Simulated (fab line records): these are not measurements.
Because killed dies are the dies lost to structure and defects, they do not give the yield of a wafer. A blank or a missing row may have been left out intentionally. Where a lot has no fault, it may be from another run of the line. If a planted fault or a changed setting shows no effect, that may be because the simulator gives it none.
fab line records -- flow n5-finfet -- part 2 of 2: steps 5 to 6 of 6
record: lots: 23, wafers: 69, last-day: 17
route steps=1938 shown SDB@363 HKMG_FIN@407 GATE_CUT@469
lots with no fault: from the same line, run without faults
start-h: the number of hours between the record's first day and the start of the first shown wafer of the lot -- wait-h: how many hours have passed since the lot's step before this one -- " unchanged from the row above -- L1.1+2: one row covering several wafers at once -- - no value present, or no start provided -- * or withheld: withheld -- < > ~ a bound
route shown NAME@n: NAME is a module with steps in the file, n the number in the route of the first one -- usual: mean/standard deviation of fault-free wafers -- same: alike in all rows -- chamber/n: place in a boat -- sites: each site's reading -- _std_site: how widely they spread, as a standard deviation -- _edge_site: mean of outer sites minus mean of inner sites -- radius-mm: for every site, how far away it sits from the centre of the wafer -- mask NAME#n: copy n -- behind: the most recent tool/chamber to have shaped the wafer -- hold: why the lot was held/for how many hours/how that ended -- device: which transistor (n, p or np) failed to switch -- end of line: the same wafers' tests at the end of the route -- where a step has no rows: the recipe by itself -- killed: dies that structure and defects cost at the first sort, which is not the same as the wafer's yield -- map: shows each die of a wafer: x if killed, . if not, _ if none is there
set.NAME: the setting that was run; set.NAME@STEP: the one run at that earlier step -- model.NAME: the simulator's own value behind a step, which no gauge read
steps of the route over a sample of lots; a table a step, a row a wafer
services: when a tool's chamber went out of use (start-h, in hours from the record's first day, below 0 if earlier), for how many hours, and the reason
== steps ==
step: N5_HKMG_FIN_CMP_94
recipe: stop-on: SiNx, post-cmp-clean: w-dilute-nh4oh, t-overpolish-s: 4.7, down-force-psi: 4, platen-rpm: 50.289, pad-velocity-m-s: 1.0006, target-thk-nm: 43.299
usual: motor-current-A: 13.0/1.6, pad-life-wafers: 1085/510
lot.wafer,tool,chamber,start-h,wait-h,motor-current-A,pad-life-wafers
L074.2,cmp-03,3,79.29,0.3,11.2,1753
L074.1,cmp-03,1,79.29,0.3,15.9,1755
L074.6,cmp-03,3,79.29,0.3,11.1,-
L075.3,cmp-03,3,89.79,0.3,11.2,1849
L075.2,cmp-03,1,89.79,0.3,15.7,1851
L075.6,cmp-03,3,89.79,0.3,11.6,-
L076.1,cmp-01,2,92.59,0.4,12.9,822
L076.3,cmp-01,3,92.59,0.4,14.0,823
L076.4,cmp-01,1,92.59,0.4,14.8,825
L077.3,cmp-03,3,99.89,0.3,11.3,1915
L077.2,cmp-03,1,99.89,0.3,15.7,1917
L077.6,cmp-03,2,99.89,0.3,10.5,-
L078.2,cmp-01,0,104.88,0.4,14.8,918
L078.1,cmp-01,3,104.88,0.4,13.1,921
L078.5,cmp-01,1,104.88,0.4,14.8,-
L079.1,cmp-02,0,111.25,0.2,10.7,1329
L079.5,cmp-02,1,111.25,0.2,14.4,-
L079.6,cmp-02,2,111.25,0.2,12.8,-
L080.1,cmp-01,1,116.00,0.4,14.7,1026
L080.2,cmp-01,3,116.00,0.4,13.6,1028
L080.6,cmp-01,1,116.00,0.4,14.5,-
L082.4,cmp-01,3,126.96,0.4,13.1,1116
L082.3,cmp-01,1,126.96,0.4,15.3,1118
L082.1,cmp-01,2,126.96,0.4,13.1,1119
L083.4,cmp-02,3,131.89,0.4,10.7,1494
L083.5,cmp-02,3,131.89,0.4,11.1,-
L083.6,cmp-02,0,131.89,0.4,10.5,-
L084.4,cmp-01,2,139.85,0.4,12.8,1242
L084.2,cmp-01,0,139.85,0.4,15.5,1244
L084.5,cmp-01,2,139.85,0.4,12.7,-
L085.1,cmp-01,0,146.71,0.4,15.3,1290
L085.3,cmp-01,3,146.71,0.4,12.7,1293
L085.6,cmp-01,0,146.71,0.4,15.8,-
L086.4,cmp-03,2,153.91,0.3,11.4,235
L086.2,cmp-03,0,153.91,0.3,12.5,237
L086.6,cmp-03,2,153.91,0.3,11.5,-
L087.1,cmp-02,2,159.92,0.4,13.4,1704
L087.3,cmp-02,1,159.92,0.4,14.0,1707
L087.6,cmp-02,2,159.92,0.4,12.9,-
L088.1,cmp-01,0,166.02,0.2,15.2,1443
L088.6,cmp-01,1,166.02,0.2,14.1,-
L088.5,cmp-01,2,166.02,0.2,13.1,-
L089.4,cmp-03,2,169.34,0.4,11.1,330
L089.3,cmp-03,1,169.34,0.4,15.9,333
L089.5,cmp-03,3,169.34,0.4,11.2,-
L090.2,cmp-03,2,177.34,0.3,10.9,386
L090.5,cmp-03,0,177.34,0.3,12.5,-
L090.6,cmp-03,1,177.34,0.3,15.0,-
L091.4,cmp-01,3,182.29,0.4,13.0,1560
L091.1,cmp-01,0,182.29,0.4,15.2,1561
L091.2,cmp-01,2,182.29,0.4,13.3,1563
L092.3,cmp-01,3,186.57,0.4,13.5,1596
L092.2,cmp-01,0,186.57,0.4,14.7,1597
L092.4,cmp-01,2,186.57,0.4,13.4,1599
L093.3,cmp-03,3,191.99,0.4,11.1,480
L093.4,cmp-03,2,191.99,0.4,10.9,483
L093.5,cmp-03,0,191.99,0.4,12.2,-
L094.3,cmp-03,0,198.49,0.3,13.0,529
L094.2,cmp-03,1,198.49,0.3,15.5,530
L094.5,cmp-03,0,198.49,0.3,11.7,-
L095.4,cmp-03,3,207.00,0.4,11.4,600
L095.6,cmp-03,3,207.00,0.4,11.5,-
L095.5,cmp-03,0,207.00,0.4,12.3,-
L096.2,cmp-03,1,212.88,0.3,15.1,638
L096.3,cmp-03,2,212.88,0.3,11.8,639
L096.6,cmp-03,3,212.88,0.3,11.5,-
L097.1,cmp-03,0,219.59,0.4,12.0,690
L097.4,cmp-03,2,219.59,0.4,10.9,692
L097.3,cmp-03,3,219.59,0.4,11.3,693
step: N5_GATE_CUT_ETCH_58
recipe: chemistry: CH3F/O2, target: SiNx, target-depth-a: 170, time-s: 128.6, ion-energy-ev: 50, pressure-mtorr: 30, source-w: 415, bias-w: 21, Ar_flow_sccm: 150, CH3F_flow_sccm: 30, O2_flow_sccm: 20
usual: drypump-motor-current-A: 5.8/0.54, oes-product-au: 0.80/0.079, rf-vpp-V: 99.1/0.93, showerhead-plenum-p-Torr: 2.02/0.056, throttle-valve-pct: 16.32/0.28
same: time-s: 128.6
lot.wafer,tool,chamber,start-h,wait-h,drypump-motor-current-A,oes-product-au,rf-hours-counter-h,rf-vpp-V,showerhead-plenum-p-Torr,throttle-valve-pct
L074.1,rie-diel-05,1,79.95,0.2,5.8,0.76,124,96.8,1.93,16.50
L074.2,rie-diel-05,2,79.95,0.2,5.2,0.75,143,97.9,2.01,16.12
L074.6,rie-diel-05,2,79.95,0.2,5.2,0.76,-,99.5,2.01,16.13
L075.2,rie-diel-04,3,90.70,0.4,5.4,0.70,217,99.5,2.06,16.23
L075.3,rie-diel-04,0,90.70,0.4,6.5,0.73,204,100.4,2.06,16.45
L075.6,rie-diel-04,1,90.70,0.4,5.6,0.80,-,98.8,2.03,16.24
L076.1,rie-diel-01,2,93.27,0.2,5.3,0.67,246,98.4,1.98,16.65
L076.3,rie-diel-01,0,93.27,0.2,6.7,0.92,27,100.0,2.12,16.11
L076.4,rie-diel-01,1,93.27,0.2,5.5,0.92,43,99.3,2.03,15.78
L077.2,rie-diel-05,0,100.42,0.0,5.7,0.83,76,99.8,2.11,15.97
L077.3,rie-diel-05,3,100.42,0.0,6.3,0.83,73,99.5,2.03,16.61
L077.6,rie-diel-05,0,100.42,0.0,5.7,0.82,-,99.6,2.11,15.99
L078.1,rie-diel-01,1,105.63,0.2,5.5,0.90,47,100.0,2.03,15.80
L078.2,rie-diel-01,3,105.63,0.2,5.2,0.88,41,97.2,2.04,16.42
L078.5,rie-diel-01,1,105.63,0.2,5.5,0.91,-,98.6,2.03,15.80
L079.1,rie-diel-01,0,111.72,0.0,6.7,0.89,35,99.4,2.11,16.12
L079.5,rie-diel-01,1,111.72,0.0,5.5,0.89,-,100.4,2.03,15.80
L079.6,rie-diel-01,0,111.72,0.0,6.7,0.89,-,99.4,2.11,16.12
L080.1,rie-diel-05,0,116.73,0.2,5.7,0.82,82,100.0,2.11,15.99
L080.2,rie-diel-05,1,116.73,0.2,5.7,0.75,132,98.0,1.92,16.50
L080.6,rie-diel-05,0,116.73,0.2,5.7,0.82,-,100.4,2.11,15.99
L082.1,rie-diel-05,3,127.52,0.0,6.3,0.81,83,99.7,2.03,16.65
L082.3,rie-diel-05,0,127.52,0.0,5.7,0.82,86,98.5,2.10,16.00
L082.4,rie-diel-05,1,127.52,0.0,5.7,0.75,136,98.3,1.92,16.52
L083.4,rie-diel-01,0,132.49,0.1,6.8,0.88,-,99.9,2.11,16.14
L083.5,rie-diel-01,1,132.49,0.1,5.5,0.89,-,99.7,2.03,15.81
L083.6,rie-diel-01,2,132.49,0.1,5.4,1.00,-,99.4,1.97,16.22
L084.2,rie-diel-04,0,140.51,0.1,6.5,0.71,218,99.1,2.06,16.47
L084.4,rie-diel-04,1,140.51,0.1,5.6,0.78,102,100.3,2.03,16.30
L084.5,rie-diel-04,2,140.51,0.1,6.5,0.75,-,97.0,1.95,16.74
L085.1,rie-diel-01,0,147.26,0.0,6.7,0.87,48,99.3,2.11,16.14
L085.3,rie-diel-01,2,147.26,0.0,5.4,0.97,6,96.8,1.97,16.23
L085.6,rie-diel-01,0,147.26,0.0,6.7,0.88,-,99.4,2.11,16.16
L086.2,rie-diel-01,1,154.43,0.0,5.5,0.88,66,98.0,2.02,15.82
L086.4,rie-diel-01,0,154.43,0.0,6.7,0.86,51,100.0,2.11,16.18
L086.6,rie-diel-01,3,154.43,0.0,5.2,0.88,-,100.3,2.04,16.43
L087.1,rie-diel-04,0,160.48,0.0,6.5,0.72,224,99.3,2.06,16.50
L087.3,rie-diel-04,2,160.48,0.0,6.4,0.75,130,99.1,1.94,16.72
L087.6,rie-diel-04,3,160.48,0.0,5.4,0.69,-,99.4,2.05,16.29
L088.1,rie-diel-04,2,166.52,0.1,6.4,0.75,132,97.8,1.94,16.73
L088.5,rie-diel-04,2,166.52,0.1,6.5,0.75,-,97.9,1.94,16.74
L088.6,rie-diel-04,1,166.52,0.1,5.6,0.77,-,98.5,2.02,16.30
L089.3,rie-diel-01,1,169.89,0.0,5.5,0.87,70,99.4,2.02,15.84
L089.4,rie-diel-01,0,169.89,0.0,6.7,0.86,56,99.4,2.11,16.17
L089.5,rie-diel-01,0,169.89,0.0,6.7,0.86,-,99.9,2.11,16.17
L090.2,rie-diel-04,0,177.84,0.0,6.5,0.70,229,99.8,2.05,16.50
L090.5,rie-diel-04,2,177.84,0.0,6.5,0.75,-,98.8,1.94,16.75
L090.6,rie-diel-04,3,177.84,0.0,5.4,0.69,-,97.5,2.05,16.27
L091.1,rie-diel-05,2,182.84,0.0,5.2,0.74,172,98.4,2.00,16.19
L091.2,rie-diel-05,1,182.84,0.0,5.8,0.73,153,98.3,1.92,16.54
L091.4,rie-diel-05,3,182.84,0.0,6.3,0.80,98,98.9,2.02,16.68
L092.2,rie-diel-05,1,187.44,0.1,5.8,0.74,154,98.5,1.92,16.56
L092.3,rie-diel-05,3,187.44,0.1,6.3,0.81,100,100.1,2.02,16.69
L092.4,rie-diel-05,2,187.44,0.1,5.2,0.74,174,98.3,2.00,16.19
L093.3,rie-diel-04,0,192.55,0.0,6.5,0.70,234,99.5,2.05,16.51
L093.4,rie-diel-04,2,192.55,0.0,6.4,0.74,139,99.0,1.94,16.73
L093.5,rie-diel-04,3,192.55,0.0,5.4,0.68,-,99.6,2.05,16.30
L094.2,rie-diel-05,2,199.02,0.0,5.2,0.75,177,99.8,1.99,16.20
L094.3,rie-diel-05,3,199.02,0.0,6.3,0.80,104,99.9,2.02,16.68
L094.5,rie-diel-05,2,199.02,0.0,5.2,0.74,-,98.3,1.99,16.19
L095.4,rie-diel-01,0,207.56,0.0,6.7,0.84,64,100.2,2.10,16.17
L095.5,rie-diel-01,1,207.56,0.0,5.5,0.86,-,100.4,2.02,15.84
L095.6,rie-diel-01,2,207.56,0.0,5.3,0.92,-,98.2,1.97,16.25
L096.2,rie-diel-04,0,213.38,0.0,6.5,0.70,242,98.9,2.05,16.55
L096.3,rie-diel-04,2,213.38,0.0,6.4,0.74,147,97.6,1.94,16.75
L096.6,rie-diel-04,2,213.38,0.0,6.4,0.73,-,99.1,1.94,16.75
L097.1,rie-diel-04,0,220.15,0.0,6.5,0.68,244,99.3,2.05,16.53
L097.3,rie-diel-04,2,220.15,0.0,6.4,0.73,150,99.0,1.94,16.78
L097.4,rie-diel-04,0,220.15,0.0,6.5,0.69,-,99.2,2.05,16.53
== services ==
tool,chamber,start-h,hours,kind
cmp-01,-,48.18,0.9,repair
rie-diel-06,2,52.54,19.3,repair
cmp-03,-,60.29,2.4,repair
cmp-01,-,65.03,13.5,pm
rie-diel-03,-,65.45,0.9,repair
cmp-01,-,78.53,5.9,pm
rie-diel-02,-,84.41,2.8,pm
rie-diel-06,1,86.68,6.4,repair
rie-diel-06,3,86.70,63.1,repair
rie-diel-06,2,88.79,6.8,repair
cmp-03,-,92.18,1.3,repair
rie-diel-06,-,92.52,4.2,repair
cmp-03,-,96.87,0.2,repair
rie-diel-01,3,108.65,45.3,repair
cmp-03,-,121.05,4.0,pm
cmp-03,-,158.33,3.9,pm
rie-diel-02,2,177.14,9.3,repair
rie-diel-02,1,178.63,14.1,repair
rie-diel-03,1,186.86,6.5,repair
cmp-03,-,189.04,0.4,repair
cmp-03,-,195.48,1.7,repair
rie-diel-03,1,202.38,5.7,repair
cmp-01,-,204.15,0.5,repair
rie-diel-03,-,207.12,0.4,repair
